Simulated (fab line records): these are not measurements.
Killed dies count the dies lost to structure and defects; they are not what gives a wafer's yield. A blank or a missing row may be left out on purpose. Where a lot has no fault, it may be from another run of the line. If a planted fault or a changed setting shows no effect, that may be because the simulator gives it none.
8D (eight disciplines) problem report, filled in by code    flow n5 finfet    the parts of the form that need people (team, actions taken, sign-off) are left out

== 1. THE ISSUE ==
Wafers with no fault read 13 with a standard deviation of 4, whereas killed on rim at N5_PASSIVATION_PROBE_49 reads a mean of 33 on 1 wafer of 1 lot. That is +5.0 standard deviations from the usual mean.
First observed at day 15 05:44: wafer L410.3, on prober-02. The record holds 3 wafers of 1 lot with a number at this step. Rule for "out" (also "out of limits"): further than 4 standard deviations from the usual mean. The rest of the wafers with a number are treated as sound.

== 2. WHAT IT IS, AND WHAT IT ISN'T ==
question                     is                                  is not
which readings at this step  killed on rim, sort_bin_5_function  killed at contacts, killed at front end, killed at other, killed open, killed short, sort_bin_6_memory
which lots                   L410                                -
which wafers of those lots   L410.3                              L410.4, L410.6
read on which tools          prober-02                           -
when                         from day 15 05:44                   up to then (0 sound wafers); but 2 sound wafers of L410 came after

== 3. SUSPECTS, AND WHAT RULES EACH OUT ==
Counting: any tool at a process step up to the reading remains a suspect provided it ran every lot that is out. Sound lots after the first of them don't rule it out here, since some wafers of a struck lot are sound.
- wet bench-04 at N5_BEOL_M0_HM_STRIP_129 (strips TiN in peroxide tin strip, target depth 17 nm, time 108 s): kept. It ran the lot that is out, L410 (day 9 06:27).
- pecvd-02 at N5_MIM_TOP_ETCH_PECVD_03 (deposits SiNx from SiH4/NH3/N2, target thk 20 nm, time 17.6 s): kept. It ran the lot that is out, L410 (day 14 18:00).
- rie diel-04 at N5_MIM_BOT_LITHO_DESCUM_10 (chemistry O2, time 7.9 s): kept. It ran the lot that is out, L410 (day 14 18:43).
- rie diel-02 at N5_PASSIVATION_DESCUM_12 (chemistry O2, time 7.9 s): kept. It ran the lot that is out, L410 (day 14 21:32).
- prober-02 at N5_PASSIVATION_PROBE_49: kept. It ran the lot that is out, L410 (day 15 05:44). Out on those wafers are its own readings of killed on rim, sort_bin_5_function.
Left after counting: wet bench-04 at N5_BEOL_M0_HM_STRIP_129, pecvd-02 at N5_MIM_TOP_ETCH_PECVD_03, rie diel-04 at N5_MIM_BOT_LITHO_DESCUM_10, rie diel-02 at N5_PASSIVATION_DESCUM_12, prober-02 at N5_PASSIVATION_PROBE_49.

== 4. THE CAUSE (what the simulator had put in) ==
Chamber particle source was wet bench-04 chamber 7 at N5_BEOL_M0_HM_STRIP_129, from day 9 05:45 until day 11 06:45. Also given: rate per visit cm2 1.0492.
After counting, 5 suspects remain, this tool included.

== 5. THE CHAIN OF EFFECTS, in route order ==
One row per reading whose mean, taken over the struck wafers that have a number, lies over 3 standard deviations from the usual. Scope: only readings with a usual standard deviation given in the record; hours: median across lots of the time from each lot's start at the first step in this table that gives one to its start at this step; sigmas: change in usual standard deviations.
hours  step                     reading               usual   on struck wafers  change  sigmas
0      N5_PASSIVATION_PROBE_49  defect limited yield  91.3 %  85.4              -5.9    -3.9
0      N5_PASSIVATION_PROBE_49  killed_at_M0_to_M3    35      73                +38     +3.8
0      N5_PASSIVATION_PROBE_49  killed_at_M4_up       13      31                +18     +3.4
0      N5_PASSIVATION_PROBE_49  killed dies           102     172               +70     +3.9
0      N5_PASSIVATION_PROBE_49  killed on rim         13      33                +20     +5.0
0      N5_PASSIVATION_PROBE_49  sort_bin_5_function   5.1 %   9.2               +4.1    +4.1
0      N5_PASSIVATION_PROBE_49  sort n pass           1078    1008              -70     -3.9
0      N5_PASSIVATION_PROBE_49  sort yield pct        91.3 %  85.4              -5.9    -3.9
Process steps it contains:
- N5_PASSIVATION_PROBE_49

== 6. WHAT WOULD HAVE CAUGHT IT SOONER ==
The fault began at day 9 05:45; the first out-of-limits reading in this record came at day 15 05:44, 144 hours later.
Lots out: 1; all had begun N5_BEOL_M0_HM_STRIP_129 on wet bench-04 by day 15 05:44. A hold on the tool at that time would have spared none of them.
